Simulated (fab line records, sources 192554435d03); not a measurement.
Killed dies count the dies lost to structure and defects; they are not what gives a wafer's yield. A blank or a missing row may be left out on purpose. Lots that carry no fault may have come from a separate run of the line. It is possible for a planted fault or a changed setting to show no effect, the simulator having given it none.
Split-lot trial | flow n5_finfet | route with 1938 steps; 7 lots, 21 wafers read

## SPLIT DETAILS
At N5_SDB_COAT_05 (resist thk 90 nm), the setting spin_rpm was moved away from the recipe's 1500 rpm on 4 of the 21 wafers read, by -2.9% to +10.1%. For the rest of the wafers, this setting stayed at what the recipe calls for.

## FROM THE SPLIT TO THE READING: what the file shows between them, 4 steps
- N5_SDB_EBR_07
- N5_SDB_SOFTBAKE_06: time 60 s
- N5_SDB_EXPOSE_08: exposes mask SDB
- N5_SDB_PEB_09: peb time 60 s

## THE READING
CAR-ArF_of_SDB_COAT_05.thk_nm (the simulator's own value, which no gauge read), in nm, at N5_SDB_DEVELOP_10 (develop time 30 s). There is no usual value for it anywhere in the file. Across the 17 wafers here that went through the recipe, the average is 88.2 nm and the standard deviation 0.4 nm.

wafer  | tool, chamber at the split | spin_rpm as run, rpm | against the recipe | CAR-ArF_of_SDB_COAT_05.thk_nm, nm | against lot-mates on the recipe
L076.2 | litho_track-02, 0          | 1500                 | recipe             | 88.2                              | -
L076.3 | litho_track-02, 0          | 1651                 | +10.1%             | 84                                | -4.2
L076.4 | litho_track-02, 0          | 1651                 | +10.1%             | 84                                | -4.2
L080.1 | litho_track-05, 0          | 1500                 | recipe             | 88                                | -
L080.4 | litho_track-05, 0          | 1500                 | recipe             | 88                                | -
L080.6 | litho_track-05, 0          | 1500                 | recipe             | 88.2                              | -
L081.2 | litho_track-02, 0          | 1500                 | recipe             | 88.2                              | -
L081.4 | litho_track-02, 0          | 1500                 | recipe             | 88.6                              | -
L081.5 | litho_track-02, 0          | 1500                 | recipe             | 88.4                              | -
L082.1 | litho_track-02, 0          | 1457                 | -2.9%              | 90.2                              | +1.5
L082.2 | litho_track-02, 0          | 1500                 | recipe             | 88.8                              | -
L082.6 | litho_track-02, 0          | 1500                 | recipe             | 88.6                              | -
L088.2 | litho_track-01, 0          | 1500                 | recipe             | 88.4                              | -
L088.5 | litho_track-01, 0          | 1500                 | recipe             | 88.2                              | -
L088.6 | litho_track-01, 0          | 1500                 | recipe             | 88.2                              | -
L095.2 | litho_track-01, 0          | 1500                 | recipe             | 87.6                              | -
L095.3 | litho_track-01, 0          | 1500                 | recipe             | 87.6                              | -
L095.4 | litho_track-01, 0          | 1500                 | recipe             | 87.4                              | -
L097.2 | litho_track-02, 0          | 1500                 | recipe             | 88.8                              | -
L097.4 | litho_track-02, 0          | 1500                 | recipe             | 88.6                              | -
L097.5 | litho_track-02, 0          | 1570                 | +4.7%              | 86.2                              | -2.5

THE FIT
A straight line over all 21 wafers: CAR-ArF_of_SDB_COAT_05.thk_nm changes by -0.435 nm for each +1% of spin_rpm; r = -0.96; the points scatter about the line by 0.41 nm.
The same after taking each lot's own level away (the mean of its wafers on the recipe; 21 wafers): -0.432 nm for each +1%; r = -0.99; scatter 0.17 nm.
Per that fit: largest spin_rpm move, reading shift of 4.4 nm.
Across the lots, their own levels run from 87.53 to 88.70 nm, a range of 2.9 times the standard deviation given above.
So the lot-to-lot level changes the slope little: the two slopes agree.
Check: for one of the wafers moved furthest among these (+10.1%), held out of the fit, the line's prediction against its lot-mates is -4.46 nm. It came out at -4.2 nm against them.

## OTHER SPLITS ON THESE WAFERS
Before the reading, these wafers also passed through other splits. Each is held against what the fit with the lots' levels taken away leaves over:
other split on the same wafers            | wafers away from the commonest value | r with CAR-ArF_of_SDB_COAT_05.thk_nm (lot level and that fit taken away)
N5_WELL_APT_PEB_23 peb_temp_c             | 6                                    | +0.23
N5_WELL_APT_DEVELOP_24 develop_time_s     | 6                                    | +0.12
N5_PMOS_HMC_CHANNEL_EPI_PEB_07 peb_temp_c | 6                                    | +0.20
N5_FIN_SAQP_ETCH_65 time_s                | 3                                    | +0.20
N5_DUMMY_GATE_COAT_28 spin_rpm            | 6                                    | -0.06
N5_SD_EPI_N_EXPOSE_06 dose_mj             | 6                                    | +0.18

## THE WHOLE CHAIN: every reading that the file lists as answering this split, in the file's order
step              | what it does      | reading                                                                        | change (the file's fit)               | r (the file's)
N5_SDB_COAT_05    | resist thk 90 nm  | CAR-ArF_of_SDB_COAT_05.thk_nm (the simulator's own value, which no gauge read) | -0.424 nm for each +1% of the setting | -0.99
N5_SDB_DEVELOP_10 | develop time 30 s | CAR-ArF_of_SDB_COAT_05.thk_nm (the simulator's own value, which no gauge read) | -0.444 nm for each +1% of the setting | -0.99

## FILE'S OWN FIT
CAR-ArF_of_SDB_COAT_05.thk_nm changes by -0.444 nm for each +1% of spin_rpm, r = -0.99.
